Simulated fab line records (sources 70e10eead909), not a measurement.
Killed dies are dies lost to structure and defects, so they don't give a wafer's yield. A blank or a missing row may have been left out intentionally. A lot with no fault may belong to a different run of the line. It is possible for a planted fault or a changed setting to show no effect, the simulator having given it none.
What tool caused it? + flow nand_harc + 18 wafers from 6 lots sampled at 5 of the route's 1302 steps

WHAT THE GAUGES READ, wafer by wafer
NHARC_END_SORT_01.
| lot  | measured     | on        | killed_dies |
|------|--------------|-----------|-------------|
| L575 | day 25 05:36 | prober-02 | 25 48 43    |
| L589 | day 30 09:39 | prober-02 | 62 49 59    |
| L592 | day 31 22:11 | prober-01 | 38 42 42    |

TOOL THAT RAN EACH LOT (tool first, then ch and the chambers of the sampled wafers, then the start)
| lot  | NHARC_A_M0_DEGAS_28          | NHARC_A_M0_ECD_22              | NHARC_A_M0_CMP_23             | NHARC_A_M0_DEP_32               |
|------|------------------------------|--------------------------------|-------------------------------|---------------------------------|
| L575 | pvd_sputter-01, day 23 15:46 | ecd_cu-01 ch 0,1, day 23 16:16 | cmp-03 ch 0,1,2, day 23 16:55 | pecvd-04 ch 0,1,2, day 23 17:28 |
| L586 | pvd_sputter-02, day 27 05:05 | ecd_cu-02 ch 0,1, day 27 05:26 | cmp-04 ch 1,2,3, day 27 06:10 | pecvd-03 ch 0,2, day 27 06:49   |
| L589 | pvd_sputter-01, day 28 17:49 | ecd_cu-02 ch 0,1, day 28 18:13 | cmp-04 ch 1,3, day 28 18:56   | pecvd-01 ch 0,1,2, day 28 19:33 |
| L592 | pvd_sputter-03, day 30 05:34 | ecd_cu-01 ch 0,1, day 30 05:55 | cmp-03 ch 0,3, day 30 06:38   | pecvd-04 ch 0,1,2, day 30 07:17 |
| L596 | pvd_sputter-01, day 32 00:54 | ecd_cu-02 ch 0,1, day 32 01:16 | cmp-04 ch 1,2,3, day 32 01:59 | pecvd-04 ch 0,1, day 32 02:39   |
| L598 | pvd_sputter-02, day 32 11:34 | ecd_cu-01 ch 0,1, day 32 11:56 | cmp-03 ch 0,1,3, day 32 12:42 | pecvd-01 ch 1,2, day 32 13:16   |
- NHARC_A_M0_DEGAS_28: time 60 s.
- NHARC_A_M0_ECD_22: material Cu, target thk 400 nm.
- NHARC_A_M0_CMP_23: polishes, t overpolish 20 s, target thk 113.75 nm.
- NHARC_A_M0_DEP_32: deposits SiCN, target thk 30 nm.

THE ANSWER, worked out from the rows above alone
Rule: what is usual is taken from the lots themselves. The widest of any qualifying gaps counts: lots, ordered by their means at a reading, are off when they make up no more than a third of the lots, leave a main group of 4 or more, and stand apart from it by 3 or more times the standard deviation of that group's means. Not used: any main group whose means are identical at the precision the tables above print for the reading. Also off: a lot with no number at a reading for which 4 or more lots have one. The other lots that the step has rows for count as sound.
None of the lots is off at any reading shown; this tells nothing.

WHAT WAS PUT IN BY THE SIMULATOR
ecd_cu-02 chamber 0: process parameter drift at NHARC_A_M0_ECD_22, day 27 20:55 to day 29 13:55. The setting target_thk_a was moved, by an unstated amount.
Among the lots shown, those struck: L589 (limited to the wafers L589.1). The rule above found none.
